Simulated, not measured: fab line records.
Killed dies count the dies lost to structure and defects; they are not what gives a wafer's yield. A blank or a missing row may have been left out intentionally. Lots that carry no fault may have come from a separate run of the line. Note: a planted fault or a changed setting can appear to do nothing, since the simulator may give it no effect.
Matching of chambers | flow n5 finfet | N5_BEOL_M1_DESCUM_33 on rie diel-04: 4 sister chambers
The step chemistry O2, time 7 s. 16 wafers are shown with their chamber, then 8 later ones without.

## WAFERS PAIRED WITH THEIR CHAMBERS
wafer  | chamber | showerhead plenum p Torr (Torr) | throttle valve pct (%) | oes product au (a.u.)
L075.3 | 2       | 2.13                            | 19.90                  | 0.91
L075.4 | 0       | 2.06                            | 20.60                  | 0.69
L075.6 | 1       | 1.93                            | 20.22                  | 0.78
L076.1 | 1       | 1.93                            | 20.22                  | 0.77
L076.3 | 3       | 1.99                            | 20.24                  | 0.70
L076.5 | 0       | 2.06                            | 20.60                  | 0.69
L084.1 | 2       | 2.12                            | 19.93                  | 0.88
L084.3 | 3       | 1.98                            | 20.27                  | 0.68
L084.5 | 3       | 1.98                            | 20.26                  | 0.69
L087.1 | 3       | 1.98                            | 20.25                  | 0.69
L087.4 | 0       | 2.05                            | 20.64                  | 0.68
L087.5 | 3       | 1.98                            | 20.28                  | 0.68
L090.2 | 1       | 1.92                            | 20.27                  | 0.75
L090.4 | 3       | 1.98                            | 20.28                  | 0.67
L090.5 | 2       | 2.12                            | 19.95                  | 0.86
L093.1 | 1       | 1.92                            | 20.27                  | 0.75

SIGNATURES (means of the wafers above)
reading                  | chamber 0 | chamber 1 | chamber 2 | chamber 3 | scatter within a chamber
showerhead plenum p Torr | 2.0567    | 1.9250    | 2.1233    | 1.9817    | 0.00514
throttle valve pct       | 20.6133   | 20.2450   | 19.9267   | 20.2633   | 0.0227
oes product au           | 0.6867    | 0.7625    | 0.8833    | 0.6850    | 0.0146
Rule: a wafer's distance from a chamber is the root of the sum, over the readings, of the square of ((its reading less the chamber's mean) divided by the reading's scatter). If the next closest chamber is less than 2 further off than the closest, the wafer can't be placed; otherwise it belongs to the closest. How the scatter is found: for the shown wafers, subtract from each reading the mean of its chamber, square and add these, divide the total by (wafers less chambers), then take the root.

## WAFERS WHOSE CHAMBER IS MISSING
wafer  | showerhead plenum p Torr (Torr) | throttle valve pct (%) | oes product au (a.u.)
L093.2 | 1.98                            | 20.28                  | 0.67
L093.6 | 1.92                            | 20.26                  | 0.74
L096.3 | 2.12                            | 19.98                  | 0.85
L096.4 | 2.12                            | 19.97                  | 0.85
L096.6 | 1.98                            | 20.28                  | 0.68
L097.2 | 2.05                            | 20.29                  | 0.99
L097.3 | 1.92                            | 20.28                  | 0.74
L097.5 | 1.92                            | 20.29                  | 0.74

## WHICH CHAMBER EACH WENT THROUGH
wafer  | from the rows above | in truth
L093.2 | 3                   | 3
L093.6 | 1                   | 1
L096.3 | 2                   | 2
L096.4 | 2                   | 2
L096.6 | 3                   | 3
L097.2 | 2                   | 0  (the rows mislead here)
L097.3 | 1                   | 1
L097.5 | 1                   | 1
7 of 8 placed correctly. From these rows, 0 cannot be placed. Number placed wrongly: 1.
